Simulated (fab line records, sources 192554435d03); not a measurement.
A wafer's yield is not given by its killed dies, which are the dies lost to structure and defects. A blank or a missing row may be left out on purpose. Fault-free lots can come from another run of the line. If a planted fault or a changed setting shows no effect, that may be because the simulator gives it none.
fab line records	flow n5_finfet	part 1 of 2: steps 1 to 4 of 6
[record] lots = 21	wafers = 63	last_day = 18
route steps=1938 shown BEOL_M8@1369 BEOL_M9@1414
lots with no fault: from the same line, run without faults
start_h: hours from the record's opening day to when the first of the lot's shown wafers began	wait_h: hours elapsed since this lot's preceding step	" unchanged from the row above	L1.1+2: a row that stands for several wafers	- no value, or no start was given	* or withheld: withheld	< > ~ a bound
route shown NAME@n: names a module that has steps shown in the file, with the first one's number in the route	usual: mean/standard deviation of fault-free wafers	same: alike in all rows	chamber/n: place in a boat	sites: per-site readings	_std_site: how widely they spread, as a standard deviation	_edge_site: the outer-site mean with the inner-site mean subtracted	radius_mm: for every site, how far away it sits from the centre of the wafer	mask NAME#n: copy n	behind: tool/chamber where the wafer was last shaped	hold: cause of the lot's hold/its duration in hours/its outcome	device: the transistor (n, p or np) that didn't switch	end of line: tests run on the same wafers once the route is complete	where a step has no rows: the recipe by itself	killed: at the first sort, the dies lost to defects and structure; wafer yield is something else	map: the dies of a wafer, with x for killed, . for not killed, _ for no die there
set.NAME: the setting that was run; set.NAME@STEP: the one run at that earlier step	model.NAME: the simulator's own value behind a step, which no gauge read
steps of the route over a sample of lots; a table a step, a row a wafer
services: from which hour (start_h, from the record's first day; less than 0 if before it) a tool's chamber was out of use, for how many hours, and why
[[steps]]
[step N5_BEOL_M8_ETCH_72]
[recipe] chemistry = N2/H2	target = underlayer	target_depth_a = 65	mask_material = CAR-EUV	time_s = 5.2	ion_energy_ev = 200	pressure_mtorr = 30	source_w = 840	bias_w = 150	n2_flow_sccm = 200	h2_flow_sccm = 200	ends = cleared
[usual] drypump_motor_current_A = 5.70/0.29	etch_rf_on_time_s = 5.03/0.17	h2_flow_sccm = 200.0/0.59	n2_flow_sccm = 200.0/0.65	oes_product_au = 0.68/0.076	rf_vpp_V = 523.8/2.9	showerhead_plenum_p_Torr = 2.53/0.086	throttle_valve_pct = 17.93/0.24
lot.wafer	tool	chamber	start_h	wait_h	drypump_motor_current_A	etch_rf_on_time_s	h2_flow_sccm	n2_flow_sccm	oes_product_au	rf_hours_counter_h	rf_vpp_V	showerhead_plenum_p_Torr	throttle_valve_pct
L075.3	rie_diel-05	0	221.19	0.0	5.81	5.11	199.5	199.7	0.63	196	525.8	2.52	17.85
L075.4	"	1	"	"	5.84	5.19	199.7	200.1	0.72	58	524.5	2.57	17.36
L075.6	"	2	"	"	5.84	4.84	200.2	199.7	0.80	-	520.7	2.51	18.32
L077.1	rie_diel-05	1	229.53	0.0	5.84	5.31	200.0	199.6	0.72	60	525.4	2.56	17.40
L077.3	"	3	"	"	5.29	4.89	199.4	199.4	0.79	23	522.8	2.48	18.03
L077.5	"	3	"	"	5.29	4.87	199.3	199.7	0.78	-	524.2	2.48	18.01
L076.1	rie_diel-03	2	229.93	0.0	5.79	5.15	199.9	199.5	0.62	185	521.4	2.43	17.98
L076.3	"	1	"	"	5.36	4.95	200.0	200.0	0.60	233	518.0	2.37	17.92
L076.6	"	3	"	"	5.61	4.84	199.5	199.5	0.70	-	523.6	2.57	17.74
L078.2	rie_diel-05	1	243.76	0.0	5.83	5.10	201.0	198.7	0.73	65	524.8	2.56	17.39
L078.4	"	3	"	"	5.29	4.79	199.1	200.8	0.79	28	523.7	2.47	18.02
L078.5	"	3	"	"	5.29	4.79	199.3	199.8	0.79	-	522.3	2.48	18.05
L079.3	rie_diel-01	3	243.85	0.0	5.14	5.08	200.3	199.9	0.77	23	528.6	2.70	17.59
L079.4	"	1	"	"	5.98	5.33	199.7	201.2	0.65	132	527.9	2.65	17.67
L079.6	"	0	"	"	6.23	4.86	200.4	200.6	0.68	-	524.3	2.53	17.86
L080.1	rie_diel-03	3	243.92	0.0	5.62	4.83	199.4	200.9	0.72	87	524.6	2.57	17.74
L080.2	"	0	"	"	5.56	5.02	201.4	200.4	0.60	217	525.2	2.61	18.24
L080.6	"	0	"	"	5.57	5.06	201.0	200.7	0.59	-	526.7	2.61	18.26
L081.2	rie_diel-03	3	265.38	0.0	5.64	4.85	199.5	199.4	0.70	95	523.4	2.56	17.75
L081.4	"	0	"	"	5.55	5.02	199.5	199.3	0.58	225	525.4	2.60	18.25
L081.5	"	0	"	"	5.56	5.05	199.3	200.7	0.59	-	527.2	2.60	18.28
L082.2	rie_diel-01	0	265.45	0.0	6.23	4.89	199.7	200.5	0.66	156	522.1	2.52	17.89
L082.4	"	2	"	"	6.18	4.90	199.5	199.7	0.78	48	525.0	2.57	17.78
L082.6	"	1	"	"	5.93	5.33	200.4	199.8	0.64	-	527.5	2.65	17.70
L084.1	rie_diel-03	1	271.88	0.0	5.38	4.92	199.5	200.7	0.60	248	520.7	2.37	17.93
L084.3	"	2	"	"	5.74	5.11	200.6	198.7	0.62	200	520.5	2.43	17.99
L084.4	"	3	"	"	5.61	4.76	200.6	200.6	0.71	97	524.8	2.56	17.76
L083.2	rie_diel-01	1	272.16	0.0	5.93	5.39	200.1	199.7	0.64	141	527.7	2.64	17.71
L083.4	"	2	"	"	6.19	4.94	200.4	200.6	0.77	50	524.7	2.57	17.78
L083.5	"	1	"	"	5.95	5.41	200.0	199.8	0.64	-	526.9	2.64	17.68
L085.3	rie_diel-01	1	294.42	0.0	5.93	5.39	200.0	200.2	0.63	150	525.3	2.64	17.70
L085.5	"	1	"	"	5.93	5.43	201.0	200.2	0.63	-	529.2	2.64	17.70
L085.6	"	0	"	"	6.20	5.00	200.1	200.0	0.66	-	526.2	2.52	17.90
L087.2	rie_diel-03	2	294.49	0.0	5.76	5.18	201.1	199.8	0.61	209	518.6	2.42	18.00
L087.4	"	3	"	"	5.61	4.89	200.1	201.3	0.70	-	525.3	2.56	17.76
L087.6	"	2	"	"	5.75	5.19	199.7	199.9	0.60	-	519.4	2.42	18.00
L088.2	rie_diel-03	3	295.08	0.0	5.63	4.87	200.6	199.6	0.70	105	524.9	2.56	17.77
L088.3	"	3	"	"	5.60	4.85	200.8	199.8	0.69	-	525.8	2.56	17.74
L088.5	"	2	"	"	5.72	5.20	200.0	200.3	0.61	-	520.3	2.42	18.02
L086.1	rie_diel-05	0	295.32	0.0	5.78	5.14	199.6	200.6	0.62	219	522.8	2.51	17.89
L086.2	"	2	"	"	5.87	4.90	199.5	200.4	0.76	58	522.0	2.50	18.42
L086.5	"	3	"	"	5.28	4.89	201.0	200.4	0.75	-	524.3	2.47	18.05
L089.2	rie_diel-05	2	300.97	0.0	5.89	4.88	200.9	200.7	0.75	60	523.1	2.50	18.37
L089.4	"	3	"	"	5.30	4.82	199.2	199.6	0.75	51	523.1	2.47	18.09
L089.6	"	1	"	"	5.81	5.16	199.8	199.7	0.70	-	524.4	2.56	17.41
L091.2	rie_diel-01	2	307.16	0.0	6.16	4.95	199.6	200.2	0.76	63	522.4	2.56	17.81
L091.4	"	0	"	"	6.22	4.95	200.1	199.1	0.66	-	525.3	2.51	17.91
L091.6	"	1	"	"	5.94	5.38	201.2	199.7	0.62	-	525.9	2.64	17.71
L090.1	rie_diel-03	1	315.69	0.0	5.39	4.93	200.3	199.7	0.83	8	526.6	2.68	17.63
L090.5	"	0	"	"	5.57	5.11	200.1	199.1	0.58	-	527.6	2.60	18.28
L090.6	"	3	"	"	5.62	4.82	200.4	200.0	0.69	-	522.6	2.56	17.80
L093.3	rie_diel-05	3	325.05	0.0	5.29	4.89	200.0	200.1	0.74	-	520.5	2.46	18.07
L093.4	"	2	"	"	5.83	4.89	201.1	202.2	0.74	-	520.8	2.49	18.41
L093.5	"	3	"	"	5.28	4.92	200.3	199.8	0.74	-	520.1	2.46	18.09
L094.4	rie_diel-03	0	335.25	0.0	5.55	5.17	200.6	199.4	0.59	247	525.8	2.59	18.30
L094.5	"	3	"	"	5.66	4.86	199.2	200.1	0.68	-	524.2	2.55	17.79
L094.6	"	0	"	"	5.55	5.14	200.5	199.8	0.56	-	526.8	2.59	18.29
L095.1	rie_diel-03	2	342.31	0.0	5.72	5.15	200.4	200.5	0.60	228	518.5	2.41	18.03
L095.5	"	0	"	"	5.54	5.04	200.7	199.2	0.57	-	525.9	2.59	18.33
L095.6	"	2	"	"	5.71	5.14	199.5	199.1	0.60	-	519.0	2.41	18.04
L096.1	rie_diel-03	1	365.75	0.0	5.35	5.03	199.5	201.0	0.78	29	528.0	2.67	17.68
L096.2	"	0	"	"	5.55	5.04	199.7	199.4	0.87	0	526.2	2.59	17.88
L096.3	"	2	"	"	5.71	5.29	199.8	200.2	0.58	240	518.9	2.41	18.06
[step N5_BEOL_M8_PRE_CLEAN_45]
[recipe] gas = H2/He	time_s = 30	temp_c = 250
[usual] heater_power_w = 338/22
[same] time_s = 30
lot.wafer	tool	chamber	start_h	wait_h	heater_power_w
L075.3	pvd_sputter-01	-	222.22	0.0	378
L075.4	"	-	"	"	341
L075.6	"	-	"	"	329
L077.1	pvd_sputter-01	-	230.48	0.0	339
L077.3	"	-	"	"	299
L077.5	"	-	"	"	355
L076.1	pvd_sputter-03	-	230.93	0.0	310
L076.3	"	-	"	"	367
L076.6	"	-	"	"	335
L078.2	pvd_sputter-03	-	245.01	0.0	322
L078.4	"	-	"	"	334
L078.5	"	-	"	"	333
L079.3	pvd_sputter-03	-	245.10	0.0	327
L079.4	"	-	"	"	338
L079.6	"	-	"	"	329
L080.1	pvd_sputter-01	-	246.50	0.0	344
L080.2	"	-	"	"	378
L080.6	"	-	"	"	366
L081.2	pvd_sputter-02	-	266.79	0.0	308
L081.4	"	-	"	"	330
L081.5	"	-	"	"	337
L082.2	pvd_sputter-03	-	266.82	0.0	368
L082.4	"	-	"	"	309
L082.6	"	-	"	"	336
L084.1	pvd_sputter-02	-	273.05	0.0	331
L084.3	"	-	"	"	329
L084.4	"	-	"	"	312
L083.2	pvd_sputter-01	-	273.75	0.0	336
L083.4	"	-	"	"	374
L083.5	"	-	"	"	298
L085.3	pvd_sputter-01	-	295.83	0.0	350
L085.5	"	-	"	"	345
L085.6	"	-	"	"	296
L087.2	pvd_sputter-01	-	295.99	0.0	370
L087.4	"	-	"	"	347
L087.6	"	-	"	"	330
L088.2	pvd_sputter-03	-	296.80	0.0	310
L088.3	"	-	"	"	336
L088.5	"	-	"	"	339
L086.1	pvd_sputter-03	-	296.88	0.0	336
L086.2	"	-	"	"	316
L086.5	"	-	"	"	335
L089.2	pvd_sputter-01	-	302.04	0.0	360
L089.4	"	-	"	"	291
L089.6	"	-	"	"	343
L091.2	pvd_sputter-01	-	308.16	0.0	325
L091.4	"	-	"	"	347
L091.6	"	-	"	"	376
L090.1	pvd_sputter-01	-	317.00	0.0	371
L090.5	"	-	"	"	353
L090.6	"	-	"	"	341
L093.3	pvd_sputter-03	-	326.32	0.0	335
L093.4	"	-	"	"	342
L093.5	"	-	"	"	330
L094.4	pvd_sputter-03	-	336.61	0.0	362
L094.5	"	-	"	"	340
L094.6	"	-	"	"	337
L095.1	pvd_sputter-03	-	343.82	0.0	316
L095.5	"	-	"	"	357
L095.6	"	-	"	"	320
L096.1	pvd_sputter-03	-	367.92	0.0	371
L096.2	"	-	"	"	312
L096.3	"	-	"	"	332
[step N5_BEOL_M9_CD_MEAS_11]
[recipe] target_cd_nm = 64.1	landing_energy_ev = 500	detector = se_inlens	polarity = opening
[usual] cd_nm = 64.5/0.55
lot.wafer	tool	chamber	start_h	wait_h	cd_nm
L075.3	cd_sem-02	0	225.39	-	64.0
L075.4	"	0	"	"	63.9
L075.6	"	0	"	"	64.0
L076.1	cd_sem-03	0	238.45	-	64.0
L076.3	"	0	"	"	65.0
L076.6	"	0	"	"	64.6
L077.1	cd_sem-02	0	238.65	-	63.5
L077.3	"	0	"	"	63.5
L077.5	"	0	"	"	64.0
L079.3	cd_sem-03	0	250.69	-	65.2
L079.4	"	0	"	"	65.5
L079.6	"	0	"	"	65.9
L078.2	cd_sem-01	0	250.73	-	63.9
L078.4	"	0	"	"	64.3
L078.5	"	0	"	"	64.5
L080.1	cd_sem-02	0	251.16	-	64.3
L080.2	"	0	"	"	64.8
L080.6	"	0	"	"	65.0
L081.2	cd_sem-01	0	272.85	-	64.7
L081.4	"	0	"	"	64.8
L081.5	"	0	"	"	64.8
L082.2	cd_sem-02	0	273.01	-	64.3
L082.4	"	0	"	"	63.4
L082.6	"	0	"	"	63.7
L084.1	cd_sem-02	0	279.10	-	64.3
L084.3	"	0	"	"	64.7
L084.4	"	0	"	"	65.3
L083.2	cd_sem-02	0	279.65	-	64.8
L083.4	"	0	"	"	64.5
L083.5	"	0	"	"	64.6
L085.3	cd_sem-02	0	301.70	-	64.9
L085.5	"	0	"	"	63.7
L085.6	"	0	"	"	64.8
L087.2	cd_sem-02	0	301.90	-	64.7
L087.4	"	0	"	"	64.9
L087.6	"	0	"	"	64.9
L088.2	cd_sem-03	0	301.97	-	63.7
L088.3	"	0	"	"	64.7
L088.5	"	0	"	"	64.7
L086.1	cd_sem-02	0	302.19	-	65.0
L086.2	"	0	"	"	65.2
L086.5	"	0	"	"	64.5
L089.2	cd_sem-03	0	306.84	-	64.7
L089.4	"	0	"	"	65.1
L089.6	"	0	"	"	63.6
L091.2	cd_sem-02	0	311.69	-	64.4
L091.4	"	0	"	"	63.7
L091.6	"	0	"	"	64.2
L090.1	cd_sem-03	0	321.51	-	65.5
L090.5	"	0	"	"	64.2
L090.6	"	0	"	"	64.6
L093.3	cd_sem-01	0	331.89	-	65.1
L093.4	"	0	"	"	64.2
L093.5	"	0	"	"	64.6
L094.4	cd_sem-03	0	340.46	-	65.1
L094.5	"	0	"	"	64.8
L094.6	"	0	"	"	63.9
L095.1	cd_sem-03	0	348.60	-	64.3
L095.5	"	0	"	"	64.8
L095.6	"	0	"	"	64.4
L096.1	cd_sem-01	0	372.33	-	63.9
L096.2	"	0	"	"	64.2
L096.3	"	0	"	"	65.1
[step N5_BEOL_M9_ETCH_61]
[recipe] chemistry = CF4	target = SiARC	target_depth_a = 390	mask_material = CAR-ArF	time_s = 65	ion_energy_ev = 80	pressure_mtorr = 40	source_w = 545	bias_w = 36	Ar_flow_sccm = 100	cf4_flow_sccm = 100	ends = cleared
[usual] drypump_motor_current_A = 5.7/0.48	etch_rf_on_time_s = 65.1/1.4	oes_product_au = 0.68/0.074	rf_vpp_V = 184.0/1.1	showerhead_plenum_p_Torr = 2.13/0.059	throttle_valve_pct = 15.7/0.3
lot.wafer	tool	chamber	start_h	wait_h	drypump_motor_current_A	etch_rf_on_time_s	oes_product_au	rf_hours_counter_h	rf_vpp_V	showerhead_plenum_p_Torr	throttle_valve_pct
L075.3	rie_diel-02	1	225.89	0.0	5.9	63.6	0.71	81	182.7	2.08	15.3
L075.4	"	0	"	"	6.0	64.6	0.64	187	183.5	2.13	16.0
L075.6	"	1	"	"	5.9	63.3	0.72	-	183.6	2.08	15.3
L076.1	rie_diel-06	3	238.76	0.0	5.3	63.3	0.63	190	182.9	2.06	16.0
L076.3	"	2	"	"	4.8	68.2	0.76	16	185.4	2.20	15.3
L076.6	"	0	"	"	5.4	67.0	0.70	-	184.3	2.09	15.8
L077.1	rie_diel-04	1	238.85	0.0	6.5	65.1	0.66	125	184.3	2.14	15.4
L077.3	"	2	"	"	6.2	66.3	0.58	239	184.9	2.20	16.0
L077.5	"	3	"	"	5.3	66.4	0.59	-	185.4	2.21	15.6
L079.3	rie_diel-06	3	250.81	0.0	5.3	63.3	0.63	194	183.9	2.05	16.0
L079.4	"	3	"	"	5.3	63.6	0.62	-	182.7	2.05	16.0
L079.6	"	0	"	"	5.3	66.0	0.69	-	183.0	2.09	15.8
L078.2	rie_diel-02	1	250.87	0.0	5.9	62.9	0.71	89	183.8	2.08	15.3
L078.4	"	1	"	"	5.9	63.1	0.70	-	183.6	2.07	15.3
L078.5	"	1	"	"	5.9	62.9	0.70	-	183.6	2.07	15.3
L080.1	rie_diel-04	1	251.33	0.0	6.5	66.0	0.65	128	185.3	2.14	15.4
L080.2	"	0	"	"	5.5	65.2	0.78	13	183.9	2.11	15.7
L080.6	"	3	"	"	5.3	66.5	0.58	-	184.0	2.21	15.6
L081.2	rie_diel-02	3	272.97	0.0	5.0	63.4	0.64	156	183.1	2.07	16.2
L081.4	"	1	"	"	5.9	63.3	0.70	-	184.6	2.07	15.3
L081.5	"	3	"	"	5.0	63.2	0.65	-	184.7	2.07	16.1
L082.2	rie_diel-04	2	273.13	0.0	6.1	66.1	0.57	249	184.6	2.20	16.1
L082.4	"	1	"	"	6.5	66.7	0.64	135	184.0	2.14	15.4
L082.6	"	2	"	"	6.1	65.8	0.57	-	185.2	2.20	16.1
L084.1	rie_diel-06	3	279.24	0.0	5.3	62.9	0.62	205	181.6	2.05	16.1
L084.3	"	0	"	"	5.3	64.8	0.69	92	183.3	2.08	15.8
L084.4	"	2	"	"	4.8	68.0	0.74	31	184.6	2.19	15.3
L083.2	rie_diel-04	1	279.79	0.0	6.5	65.6	0.65	138	184.5	2.14	15.4
L083.4	"	0	"	"	5.6	65.4	0.77	-	183.3	2.11	15.7
L083.5	"	1	"	"	6.5	65.7	0.65	-	185.0	2.14	15.4
L085.3	rie_diel-02	3	301.82	0.0	5.1	63.2	0.64	166	183.4	2.07	16.2
L085.5	"	2	"	"	5.8	64.8	0.80	-	183.8	2.11	15.2
L085.6	"	1	"	"	5.9	62.9	0.69	-	182.5	2.07	15.3
L087.2	rie_diel-04	3	302.07	0.0	5.3	65.7	0.59	240	183.5	2.21	15.7
L087.4	"	1	"	"	6.5	65.7	0.64	148	183.6	2.13	15.4
L087.6	"	3	"	"	5.3	66.5	0.58	-	185.0	2.21	15.6
L088.2	rie_diel-02	2	302.09	0.0	5.8	64.7	0.80	7	183.6	2.11	15.2
L088.3	"	1	"	"	5.9	63.1	0.69	106	183.2	2.07	15.4
L088.5	"	2	"	"	5.8	64.7	0.81	-	184.2	2.11	15.2
L086.1	rie_diel-04	2	302.68	0.0	6.1	64.9	0.83	0	184.6	2.20	15.5
L086.2	"	0	"	"	5.5	64.5	0.76	31	182.0	2.10	15.7
L086.5	"	2	"	"	6.1	64.4	0.85	-	184.6	2.20	15.5
L089.2	rie_diel-04	3	307.06	0.0	5.3	65.3	0.59	241	184.3	2.21	15.7
L089.4	"	0	"	"	5.6	65.1	0.75	32	183.0	2.10	15.7
L089.6	"	3	"	"	5.3	65.9	0.59	-	184.5	2.21	15.7
L091.2	rie_diel-06	2	312.05	0.0	4.8	67.6	0.71	43	185.1	2.19	15.3
L091.4	"	3	"	"	5.3	63.5	0.61	216	181.5	2.05	16.1
L091.6	"	0	"	"	5.3	65.9	0.67	-	182.3	2.08	15.8
L090.1	rie_diel-02	1	321.86	0.0	5.9	62.5	0.69	114	184.2	2.07	15.4
L090.5	"	0	"	"	5.9	64.5	0.61	-	183.5	2.12	16.1
L090.6	"	3	"	"	5.1	64.6	0.63	-	182.5	2.07	16.2
L093.3	rie_diel-02	0	332.01	0.0	6.0	63.5	0.62	224	185.2	2.12	16.1
L093.4	"	1	"	"	5.9	62.7	0.68	117	184.1	2.07	15.4
L093.5	"	1	"	"	5.9	62.2	0.68	-	181.9	2.07	15.4
L094.4	rie_diel-04	2	340.86	0.0	6.1	64.8	0.79	-	184.5	2.19	15.5
L094.5	"	0	"	"	5.6	65.1	0.73	-	184.3	2.10	15.7
L094.6	"	1	"	"	6.5	64.7	0.64	-	183.6	2.13	15.4
L095.1	rie_diel-02	1	348.93	0.0	5.9	62.6	0.68	122	181.7	2.06	15.4
L095.5	"	0	"	"	6.0	63.7	0.61	-	184.6	2.11	16.1
L095.6	"	1	"	"	5.9	62.6	0.67	-	183.2	2.06	15.4
L096.1	rie_diel-06	1	372.45	0.0	5.2	66.4	0.72	48	184.9	2.26	15.4
L096.2	"	0	"	"	5.3	65.8	0.66	120	182.7	2.08	15.9
L096.3	"	3	"	"	5.3	64.2	0.60	228	183.2	2.04	16.1
